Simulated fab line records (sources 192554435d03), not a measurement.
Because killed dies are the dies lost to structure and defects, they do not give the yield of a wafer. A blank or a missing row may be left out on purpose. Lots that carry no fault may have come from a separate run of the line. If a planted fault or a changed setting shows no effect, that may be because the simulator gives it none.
fab line records	flow n5_finfet	part 1 of 2: steps 1 to 27 of 34
record: lots: 5	wafers: 15	last_day: 20
route steps=1938 shown BEOL_M14@1755 BEOL_M15@1773
lots that met no fault: from a run of the same line without faults
start_h: start of the lot's first displayed wafer, in hours after the record's first day	wait_h: hours elapsed since this lot's preceding step	" as in the row above	L1.1+2: several wafers, shown together as one row	- either no value or no given start	* or withheld: withheld	< > ~ a bound
route shown NAME@n: a module of which the file shows steps, and the number in the route of the first	usual: mean and standard deviation over wafers with no fault	same: alike in all rows	chamber/n: place in a boat	sites: readings site by site	_std_site: how widely they spread, as a standard deviation	_edge_site: the outer-site mean with the inner-site mean subtracted	radius_mm: how far each site lies from the wafer's centre	mask NAME#n: copy n	behind: tool/chamber where the wafer was last shaped	hold: why the lot was held/for how many hours/how that ended	device: whichever transistor did not switch (one of n, p or np)	end of line: the same wafers' tests at the end of the route	step lacking rows: just its recipe	killed: at the first sort, the dies lost to defects and structure; wafer yield is something else	map: per-die view of a wafer (x killed, . not killed, _ where there is no die)
set.NAME: the setting the step ran with; set.NAME@STEP: the setting that earlier step ran with	model.NAME: the simulator's own value behind a step, which no gauge read
certain route steps with their lots: each step a table, each wafer a row
services: when a tool's chamber went out of use (start_h, in hours from the record's first day, below 0 if earlier), for how many hours, and the reason
== steps ==
step: N5_BEOL_M14_OCD_MEAS_35
usual: trench_depth_nm: 554/7.5
lot.wafer	tool	chamber	start_h	wait_h	trench_depth_nm
L077.1	ocd-01	-	277.87	0.0	566
L077.3	"	-	"	"	564
L077.4	"	-	"	"	547
L090.1	ocd-01	-	391.47	0.0	540
L090.4	"	-	"	"	554
L090.5	"	-	"	"	551
L092.3	ocd-01	-	412.36	0.0	558
L092.4	"	-	"	"	551
L092.5	"	-	"	"	548
L094.4	ocd-01	-	420.30	0.0	561
L094.5	"	-	"	"	560
L094.6	"	-	"	"	563
L096.1	ocd-02	-	445.71	0.0	565
L096.4	"	-	"	"	546
L096.5	"	-	"	"	551
step: N5_BEOL_M14_STRIP_37
recipe: chemistry: O2	power_w: 600	temp_c: 60	pressure_mtorr: 30	rf_frequency_hz: 6e+07	bias_power_w: 0	overash_fraction: 0.3	o2_flow_sccm: 225
usual: drypump_motor_current_A: 5.9/0.5	oes_product_au: 0.79/0.081	rf_vpp_V: 3.7/0.98	showerhead_plenum_p_Torr: 2.09/0.051	throttle_valve_pct: 16.71/0.24
lot.wafer	tool	chamber	start_h	wait_h	drypump_motor_current_A	oes_product_au	rf_hours_counter_h	rf_vpp_V	showerhead_plenum_p_Torr	throttle_valve_pct
L077.1	rie_diel-01	3	278.16	0.3	5.2	0.72	166	5.3	2.09	17.00
L077.3	"	0	"	"	6.5	0.82	90	4.5	2.03	16.62
L077.4	"	1	"	"	5.6	0.72	207	2.7	2.09	16.98
L090.1	rie_diel-05	0	392.60	1.1	5.7	0.74	142	5.0	2.19	16.86
L090.4	"	1	"	"	6.6	0.72	210	2.8	2.08	16.66
L090.5	"	2	"	"	6.1	0.98	-	4.4	2.15	16.69
L092.3	rie_diel-01	2	412.46	0.1	4.9	0.85	65	1.6	2.13	16.37
L092.4	"	0	"	"	6.5	0.77	-	2.0	2.02	16.69
L092.5	"	2	"	"	5.0	0.86	-	3.9	2.13	16.34
L094.4	rie_diel-04	3	420.93	0.6	5.5	0.81	-	5.6	2.11	16.61
L094.5	"	0	"	"	6.2	0.81	-	3.2	2.12	16.51
L094.6	"	1	"	"	6.2	0.83	-	4.7	2.03	16.52
L096.1	rie_diel-05	1	449.19	3.5	6.6	0.69	228	4.6	2.07	16.71
L096.4	"	2	"	"	6.0	0.92	24	2.4	2.14	16.71
L096.5	"	0	"	"	5.7	0.74	-	3.6	2.18	16.91
step: N5_BEOL_M14_ETCH_38
recipe: chemistry: CF4/N2	target: SiCN	target_depth_a: 1065	taper_deg: 2	time_s: 120.6	ion_energy_ev: 150	mask_material: SiO2	pressure_mtorr: 40	source_w: 430	bias_w: 70	Ar_flow_sccm: 100	cf4_flow_sccm: 60	n2_flow_sccm: 60
usual: drypump_motor_current_A: 5.9/0.5	oes_product_au: 0.79/0.08	rf_vpp_V: 382.3/1.5	showerhead_plenum_p_Torr: 2.20/0.052	throttle_valve_pct: 15.48/0.23
lot.wafer	tool	chamber	start_h	wait_h	drypump_motor_current_A	oes_product_au	rf_hours_counter_h	rf_vpp_V	showerhead_plenum_p_Torr	throttle_valve_pct
L077.1	rie_diel-01	3	-	-	5.2	0.73	166	381.8	2.20	15.79
L077.3	"	0	"	"	6.5	0.81	90	380.4	2.14	15.39
L077.4	"	1	"	"	5.6	0.73	207	380.6	2.19	15.72
L090.1	rie_diel-05	0	-	-	5.7	0.75	143	384.4	2.30	15.65
L090.4	"	1	"	"	6.6	0.72	210	381.0	2.19	15.45
L090.5	"	2	"	"	6.0	0.98	-	383.4	2.25	15.40
L092.3	rie_diel-01	2	-	-	5.0	0.86	65	383.2	2.23	15.11
L092.4	"	0	"	"	6.5	0.77	-	379.9	2.13	15.50
L092.5	"	2	"	"	5.0	0.85	-	383.1	2.24	15.12
L094.4	rie_diel-04	3	-	-	5.5	0.79	-	382.0	2.23	15.44
L094.5	"	0	"	"	6.2	0.80	-	381.9	2.23	15.30
L094.6	"	1	"	"	6.2	0.83	-	380.6	2.14	15.30
L096.1	rie_diel-05	1	-	-	6.6	0.71	228	380.8	2.18	15.48
L096.4	"	2	"	"	6.0	0.92	24	384.0	2.25	15.42
L096.5	"	0	"	"	5.7	0.73	-	384.9	2.30	15.69
step: N5_BEOL_M14_PRECLEAN_39
recipe: chemistry: residue_remover	time_s: 60	temp_c: 40
lot.wafer	tool	chamber	start_h	wait_h
L077.1+3+4	wet_bench-03	7,6,0	278.37	-
L090.1+4+5	wet_bench-03	6,7,1	392.79	-
L092.3+4+5	wet_bench-05	3,5,2	412.66	-
L094.4+5+6	wet_bench-03	5,7,6	421.11	-
L096.1+4+5	wet_bench-05	6,7,1	449.38	-
step: N5_BEOL_M14_SRD_40
recipe: time_s: 30	temp_c: 23	rinse_liquid: diw	dry: n2_spin	spin_rpm: 1500	dry_time_s: 30
same: dry_time_s: 30
lot.wafer	tool	chamber	start_h	wait_h
L077.1+3+4	wet_bench-03	7,6,0	278.39	0.0
L090.1+4+5	wet_bench-03	6,7,1	392.82	0.0
L092.3+4+5	wet_bench-05	3,5,2	412.68	0.0
L094.4+5+6	wet_bench-03	5,7,6	421.13	0.0
L096.1+4+5	wet_bench-05	6,7,1	449.40	0.0
step: N5_BEOL_M14_DEGAS_41
recipe: ambient: vacuum	temp_c: 300	time_s: 60
usual: heater_power_w: 506/52
lot.wafer	tool	chamber	start_h	wait_h	heater_power_w
L077.1	pvd_sputter-01	-	278.55	0.1	446
L077.3	"	-	"	"	562
L077.4	"	-	"	"	436
L090.1	pvd_sputter-02	-	393.48	0.6	567
L090.4	"	-	"	"	517
L090.5	"	-	"	"	510
L092.3	pvd_sputter-02	-	412.97	0.3	521
L092.4	"	-	"	"	537
L092.5	"	-	"	"	582
L094.4	pvd_sputter-02	-	421.53	0.4	573
L094.5	"	-	"	"	562
L094.6	"	-	"	"	566
L096.1	pvd_sputter-02	-	449.69	0.3	582
L096.4	"	-	"	"	549
L096.5	"	-	"	"	533
step: N5_BEOL_M14_PRE_CLEAN_42
recipe: gas: H2/He	time_s: 30	temp_c: 300
usual: heater_power_w: 505/52
lot.wafer	tool	chamber	start_h	wait_h	heater_power_w
L077.1	pvd_sputter-01	-	278.59	0.0	450
L077.3	"	-	"	"	554
L077.4	"	-	"	"	430
L090.1	pvd_sputter-02	-	393.52	0.0	573
L090.4	"	-	"	"	517
L090.5	"	-	"	"	527
L092.3	pvd_sputter-02	-	413.01	0.0	529
L092.4	"	-	"	"	550
L092.5	"	-	"	"	572
L094.4	pvd_sputter-02	-	421.57	0.0	571
L094.5	"	-	"	"	554
L094.6	"	-	"	"	552
L096.1	pvd_sputter-02	-	449.73	0.0	566
L096.4	"	-	"	"	542
L096.5	"	-	"	"	546
step: N5_BEOL_M14_SPUTTER_43
recipe: material: TaN	target_thk_a: 150	temp_c: 50	bias_v: 168.6	power_w: 15000	chamber_pressure_pa: 0.12	time_s: 24.19
usual: throttle_valve_pct: 29.9/1.1
lot.wafer	tool	chamber	start_h	wait_h	throttle_valve_pct
L077.1	pvd_sputter-01	-	278.63	0.0	28.2
L077.3	"	-	"	"	29.8
L077.4	"	-	"	"	29.2
L090.1	pvd_sputter-02	-	393.57	0.0	30.2
L090.4	"	-	"	"	30.2
L090.5	"	-	"	"	31.2
L092.3	pvd_sputter-02	-	413.05	0.0	30.3
L092.4	"	-	"	"	28.7
L092.5	"	-	"	"	30.1
L094.4	pvd_sputter-02	-	421.61	0.0	30.4
L094.5	"	-	"	"	29.9
L094.6	"	-	"	"	28.5
L096.1	pvd_sputter-02	-	449.77	0.0	30.5
L096.4	"	-	"	"	28.6
L096.5	"	-	"	"	28.4
step: N5_BEOL_M14_SPUTTER_44
recipe: material: Ta	target_thk_a: 150	temp_c: 50	bias_v: 80	power_w: 15000	chamber_pressure_pa: 0.07	time_s: 24.19
usual: throttle_valve_pct: 29.9/1.2
lot.wafer	tool	chamber	start_h	wait_h	throttle_valve_pct
L077.1	pvd_sputter-01	-	278.71	0.0	28.3
L077.3	"	-	"	"	29.9
L077.4	"	-	"	"	28.7
L090.1	pvd_sputter-02	-	393.65	0.0	30.0
L090.4	"	-	"	"	30.3
L090.5	"	-	"	"	31.4
L092.3	pvd_sputter-02	-	413.13	0.0	30.1
L092.4	"	-	"	"	28.4
L092.5	"	-	"	"	30.0
L094.4	pvd_sputter-02	-	421.69	0.0	30.1
L094.5	"	-	"	"	29.9
L094.6	"	-	"	"	28.3
L096.1	pvd_sputter-02	-	449.85	0.0	30.2
L096.4	"	-	"	"	28.5
L096.5	"	-	"	"	28.5
step: N5_BEOL_M14_SPUTTER_45
recipe: material: Cu	target_thk_a: 1000	temp_c: -20	bias_v: 60	power_w: 26000	chamber_pressure_pa: 0.13	time_s: 16.67
usual: throttle_valve_pct: 29.9/1.1
lot.wafer	tool	chamber	start_h	wait_h	throttle_valve_pct
L077.1	pvd_sputter-01	-	278.79	0.0	28.2
L077.3	"	-	"	"	29.9
L077.4	"	-	"	"	28.9
L090.1	pvd_sputter-02	-	393.74	0.0	30.1
L090.4	"	-	"	"	30.2
L090.5	"	-	"	"	30.8
L092.3	pvd_sputter-02	-	413.21	0.0	30.2
L092.4	"	-	"	"	28.3
L092.5	"	-	"	"	30.4
L094.4	pvd_sputter-02	-	421.77	0.0	30.2
L094.5	"	-	"	"	30.4
L094.6	"	-	"	"	28.5
L096.1	pvd_sputter-02	-	449.93	0.0	30.1
L096.4	"	-	"	"	28.4
L096.5	"	-	"	"	28.7
step: N5_BEOL_M14_ECD_47
recipe: material: Cu	target_thk_a: 12480
lot.wafer	tool	chamber	start_h	wait_h
L077.1+3+4	ecd_cu-01	0,1,0	278.91	0.1
L090.1+4+5	ecd_cu-01	1	393.86	0.1
L092.3+4+5	ecd_cu-01	0,1,1	413.38	0.1
L094.4+5+6	ecd_cu-01	1,1,0	421.94	0.1
L096.1+4+5	ecd_cu-01	0,1,1	450.05	0.1
step: N5_BEOL_M14_ANNEAL_48
recipe: temp_c: 225	time_s: 90	ambient: N2
usual: wafer_temp_C_max: 226.05/0.29
lot.wafer	tool	chamber	start_h	wait_h	wafer_temp_C_max
L077.1	rtp_anneal-01	0	279.13	0.2	225.84
L077.3	"	0	"	"	225.82
L077.4	"	0	"	"	225.96
L090.1	rtp_anneal-02	0	394.05	0.1	226.32
L090.4	"	0	"	"	226.44
L090.5	"	0	"	"	225.91
L092.3	rtp_anneal-01	0	413.60	0.2	225.82
L092.4	"	0	"	"	226.10
L092.5	"	0	"	"	226.16
L094.4	rtp_anneal-02	0	422.21	0.2	226.00
L094.5	"	0	"	"	225.86
L094.6	"	0	"	"	225.95
L096.1	rtp_anneal-02	0	450.48	0.4	226.31
L096.4	"	0	"	"	225.87
L096.5	"	0	"	"	225.96
step: N5_BEOL_M14_CMP_49
recipe: stop_on: SiO2	t_overpolish_s: 5.2	down_force_psi: 2	platen_rpm: 80	clearing_platen_down_force_psi: 2	clearing_platen_rpm: 80	post_cmp_clean: cu_alkaline	target_thk_nm: 560	clearing_platen_pad_velocity_m_s: 1.5917	pad_velocity_m_s: 1.5917
usual: barrier_field_endpoint_s: 11.32/0.25	motor_current_A: 7.7/0.95	overpolish_run_s: 5.200/0.0092	slurry_flow_ml_min: 150.0/0.47	time_to_endpoint_s: 121/3.8
lot.wafer	tool	chamber	start_h	wait_h	barrier_field_endpoint_s	motor_current_A	overpolish_run_s	slurry_flow_ml_min	time_to_endpoint_s
L077.1	cmp-01	2	280.23	0.9	11.21	7.3	5.212	150.1	124
L077.3	"	3	"	"	11.52	6.2	5.207	150.8	125
L077.4	"	0	"	"	11.63	6.3	5.199	149.9	126
L090.1	cmp-01	1	394.35	0.3	11.51	8.9	5.186	149.8	123
L090.4	"	2	"	"	11.49	7.4	5.201	150.4	121
L090.5	"	2	"	"	11.41	7.4	5.211	150.0	120
L092.3	cmp-01	3	413.81	0.2	11.64	6.2	5.203	149.8	127
L092.4	"	1	"	"	11.47	8.5	5.199	148.6	125
L092.5	"	0	"	"	11.36	6.5	5.207	149.6	125
L094.4	cmp-02	3	422.49	0.2	11.24	7.2	5.196	149.3	117
L094.5	"	0	"	"	11.51	7.5	5.201	150.4	119
L094.6	"	1	"	"	11.03	8.7	5.205	149.4	118
L096.1	cmp-02	1	450.78	0.3	11.19	8.5	5.201	150.3	116
L096.4	"	2	"	"	11.59	7.9	5.193	150.1	122
L096.5	"	2	"	"	11.38	7.5	5.213	150.3	122
step: N5_BEOL_M14_THK_MEAS_50
recipe: thk_meas_gauge: xrf	reads: Cu_of_BEOL_M14_ECD_47
usual: M14_THK: 550/8.2
lot.wafer	tool	chamber	start_h	wait_h	M14_THK[nm]
L077.1	film_metro-01	-	280.53	-	561
L077.3	"	-	"	"	561
L077.4	"	-	"	"	542
L090.1	film_metro-02	-	394.64	-	532
L090.4	"	-	"	"	549
L090.5	"	-	"	"	546
L092.3	film_metro-01	-	414.11	-	554
L092.4	"	-	"	"	550
L092.5	"	-	"	"	547
L094.4	film_metro-02	-	422.67	-	547
L094.5	"	-	"	"	547
L094.6	"	-	"	"	550
L096.1	film_metro-02	-	451.08	-	554
L096.4	"	-	"	"	542
L096.5	"	-	"	"	543
step: N5_BEOL_M14_PRE_CLEAN_52
recipe: gas: NH3	time_s: 15	temp_c: withheld	rf_power_w: 300
lot.wafer	tool	chamber	start_h	wait_h
L077.1+3+4	pecvd-04	2,0,1	280.57	0.0
L090.1+4+5	pecvd-04	0,2,1	394.68	0.0
L092.3+4+5	pecvd-04	0,1,0	414.16	0.0
L094.4+5+6	pecvd-02	2,1,0	422.72	0.0
L096.1+4+5	pecvd-02	1,0,2	451.11	0.0
step: N5_BEOL_M14_DEP_53
recipe: material: SiCN	target_thk_a: 500	temp_c: withheld	precursor: 3MS/NH3	pressure_torr: 3	rf_w: 675	time_s: 17.8
usual: chamber_pressure_Torr: 3.000/0.007	showerhead_plenum_p_Torr: 4.153/0.025	throttle_valve_pct: 18.2/1
lot.wafer	tool	chamber	start_h	wait_h	chamber_pressure_Torr	showerhead_plenum_p_Torr	throttle_valve_pct
L077.1	pecvd-04	2	280.59	0.0	3.002	4.141	17.3
L077.3	"	0	"	"	3.003	4.176	19.9
L077.4	"	1	"	"	2.991	4.167	17.5
L090.1	pecvd-04	0	394.71	0.0	3.008	4.177	20.0
L090.4	"	2	"	"	2.998	4.139	17.3
L090.5	"	1	"	"	2.996	4.163	17.3
L092.3	pecvd-04	0	414.20	0.0	3.002	4.175	20.3
L092.4	"	1	"	"	3.004	4.157	17.4
L092.5	"	0	"	"	3.000	4.176	20.2
L094.4	pecvd-02	2	422.75	0.0	2.999	4.183	17.8
L094.5	"	1	"	"	2.995	4.194	16.7
L094.6	"	0	"	"	2.984	4.128	18.7
L096.1	pecvd-02	1	451.14	0.0	2.993	4.189	16.7
L096.4	"	0	"	"	2.996	4.113	19.0
L096.5	"	2	"	"	2.990	4.177	17.6
step: N5_BEOL_M14_RS_MEAS_54
recipe: thk_meas_gauge: four-point-probe	reads: Cu_of_BEOL_M14_ECD_47+Ta_of_BEOL_M14_SPUTTER_44+TaN_of_BEOL_M14_SPUTTER_43
usual: M14_RS: 0.0334/0.00045
lot.wafer	tool	chamber	start_h	wait_h	M14_RS[ohm/sq]
L077.1	film_metro-01	-	280.66	0.0	0.0326
L077.3	"	-	"	"	0.0328
L077.4	"	-	"	"	0.0338
L090.1	film_metro-01	-	394.77	0.0	0.0343
L090.4	"	-	"	"	0.0334
L090.5	"	-	"	"	0.0335
L092.3	film_metro-02	-	414.27	0.1	0.0331
L092.4	"	-	"	"	0.0335
L092.5	"	-	"	"	0.0337
L094.4	film_metro-02	-	422.80	0.0	0.0330
L094.5	"	-	"	"	0.0330
L094.6	"	-	"	"	0.0329
L096.1	film_metro-02	-	451.20	0.0	0.0327
L096.4	"	-	"	"	0.0338
L096.5	"	-	"	"	0.0334
step: N5_BEOL_M14_INSPECT_55
recipe: inspect_instrument: darkfield	mode: post_dep
usual: raw_defect_count: 67/21
lot.wafer	tool	chamber	start_h	wait_h	raw_defect_count
L077.1	defect_inspect-02	-	280.68	0.0	64
L077.3	"	-	"	"	73
L077.4	"	-	"	"	59
L090.1	defect_inspect-02	-	394.80	0.0	38
L090.4	"	-	"	"	35
L090.5	"	-	"	"	40
L092.3	defect_inspect-01	-	414.29	0.0	68
L092.4	"	-	"	"	85
L092.5	"	-	"	"	34
L094.4	defect_inspect-02	-	422.83	0.0	39
L094.5	"	-	"	"	46
L094.6	"	-	"	"	39
L096.1	defect_inspect-02	-	451.23	0.0	64
L096.4	"	-	"	"	53
L096.5	"	-	"	"	55
step: N5_BEOL_M15_ILD_DEP_00
recipe: material: SiO2	target_thk_a: 16293	temp_c: 400	precursor: TEOS/O2	pressure_torr: 6.5	rf_w: 900	teos_flow_sccm: 161.4	gas: O2	flow_sccm: 2650	time_s: 346.1
usual: chamber_pressure_Torr: 6.500/0.014	heater_power_outer_w: 262/62	heater_power_w: 501/81	showerhead_plenum_p_Torr: 8.34/0.04	throttle_valve_pct: 18.7/1.1
lot.wafer	tool	chamber	start_h	wait_h	chamber_pressure_Torr	heater_power_outer_w	heater_power_w	showerhead_plenum_p_Torr	throttle_valve_pct
L077.1	pecvd-03	2	280.72	0.0	6.500	183	407	8.31	18.3
L077.3	"	0	"	"	6.504	225	444	8.28	18.9
L077.4	"	1	"	"	6.514	240	455	8.30	18.6
L090.1	pecvd-04	2	394.84	0.0	6.491	267	491	8.31	17.9
L090.4	"	0	"	"	6.495	316	575	8.38	20.9
L090.5	"	2	"	"	6.513	193	373	8.32	17.9
L092.3	pecvd-01	1	414.33	0.0	6.500	415	698	8.40	20.5
L092.4	"	0	"	"	6.507	263	479	8.37	17.8
L092.5	"	2	"	"	6.508	220	435	8.37	17.5
L094.4	pecvd-04	0	422.97	0.1	6.511	219	442	8.38	20.6
L094.5	"	1	"	"	6.489	187	445	8.34	17.9
L094.6	"	2	"	"	6.464	270	491	8.31	18.3
L096.1	pecvd-03	0	451.27	0.0	6.481	211	425	8.30	18.8
L096.4	"	1	"	"	6.500	243	461	8.29	18.6
L096.5	"	0	"	"	6.483	257	485	8.28	18.7
step: N5_BEOL_M15_THK_MEAS_01
recipe: reads: SiO2_of_BEOL_M15_ILD_DEP_00
usual: M15_ILD_THK: 1631/20
lot.wafer	tool	chamber	start_h	wait_h	M15_ILD_THK[nm]
L077.1	film_metro-01	-	280.97	0.1	1634
L077.3	"	-	"	"	1619
L077.4	"	-	"	"	1655
L090.1	film_metro-02	-	395.09	0.1	1628
L090.4	"	-	"	"	1645
L090.5	"	-	"	"	1651
L092.3	film_metro-02	-	414.58	0.1	1622
L092.4	"	-	"	"	1661
L092.5	"	-	"	"	1651
L094.4	film_metro-01	-	423.11	0.0	1636
L094.5	"	-	"	"	1612
L094.6	"	-	"	"	1644
L096.1	film_metro-01	-	451.52	0.1	1636
L096.4	"	-	"	"	1646
L096.5	"	-	"	"	1645
step: N5_BEOL_M15_COAT_58
recipe: resist: BARC	temp_c: 205	time_s: 60	spin_rpm: 1500	resist_thk_nm: 89
lot.wafer	tool	chamber	start_h	wait_h
L077.1+3+4	litho_track-03	0	281.00	0.0
L090.1+4+5	litho_track-03	0	395.12	0.0
L092.3+4+5	litho_track-05	0	414.61	0.0
L094.4+5+6	litho_track-03	0	423.14	0.0
L096.1+4+5	litho_track-04	0	451.55	0.0
step: N5_BEOL_M15_COAT_04
recipe: spin_rpm: 1704	resist_thk_nm: 800
lot.wafer	tool	chamber	start_h	wait_h
L077.1+3+4	litho_track-03	0	-	-
L090.1+4+5	litho_track-03	0	-	-
L092.3+4+5	litho_track-05	0	-	-
L094.4+5+6	litho_track-03	0	-	-
L096.1+4+5	litho_track-04	0	-	-
step: N5_BEOL_M15_EBR_06
recipe: solvent: PGMEA	ebr_width_mm: 1.5
lot.wafer	tool	chamber	start_h	wait_h
L077.1+3+4	litho_track-03	0	-	-
L090.1+4+5	litho_track-03	0	-	-
L092.3+4+5	litho_track-05	0	-	-
L094.4+5+6	litho_track-03	0	-	-
L096.1+4+5	litho_track-04	0	-	-
step: N5_BEOL_M15_SOFTBAKE_05
recipe: temp_c: 130	time_s: 60
lot.wafer	tool	chamber	start_h	wait_h
L077.1+3+4	litho_track-03	0	-	-
L090.1+4+5	litho_track-03	0	-	-
L092.3+4+5	litho_track-05	0	-	-
L094.4+5+6	litho_track-03	0	-	-
L096.1+4+5	litho_track-04	0	-	-
step: N5_BEOL_M15_EXPOSE_07
recipe: mask_id: V14	na: 0.8	source_shape: annular	sigma_inner: 0.5	sigma_outer: 0.8	polarization: unpolarized	attpsm_phase_deg: 180	dose_mj: 41.25
lot.wafer	tool	chamber	start_h	wait_h	mask
L077.1+3+4	krf_scanner-02	0	281.23	-	V14#0
L090.1+4+5	krf_scanner-02	0	395.34	-	V14#0
L092.3+4+5	krf_scanner-02	0	414.85	-	V14#0
L094.4+5+6	krf_scanner-02	0	423.39	-	V14#0
L096.1+4+5	krf_scanner-02	0	451.65	-	V14#0
step: N5_BEOL_M15_PEB_08
recipe: peb_temp_c: 130	peb_time_s: 90
lot.wafer	tool	chamber	start_h	wait_h
L077.1+3+4	litho_track-05	0	281.28	0.1
L090.1+4+5	litho_track-04	0	395.40	0.1
L092.3+4+5	litho_track-05	0	414.89	0.0
L094.4+5+6	litho_track-03	0	423.43	0.0
L096.1+4+5	litho_track-04	0	451.71	0.1
step: N5_BEOL_M15_DEVELOP_09
recipe: develop_time_s: 45	rinse_liquid: diw	dry: air_spin	dev_temp_c: 21
lot.wafer	tool	chamber	start_h	wait_h
L077.1+3+4	litho_track-05	0	-	-
L090.1+4+5	litho_track-04	0	-	-
L092.3+4+5	litho_track-05	0	-	-
L094.4+5+6	litho_track-03	0	-	-
L096.1+4+5	litho_track-04	0	-	-
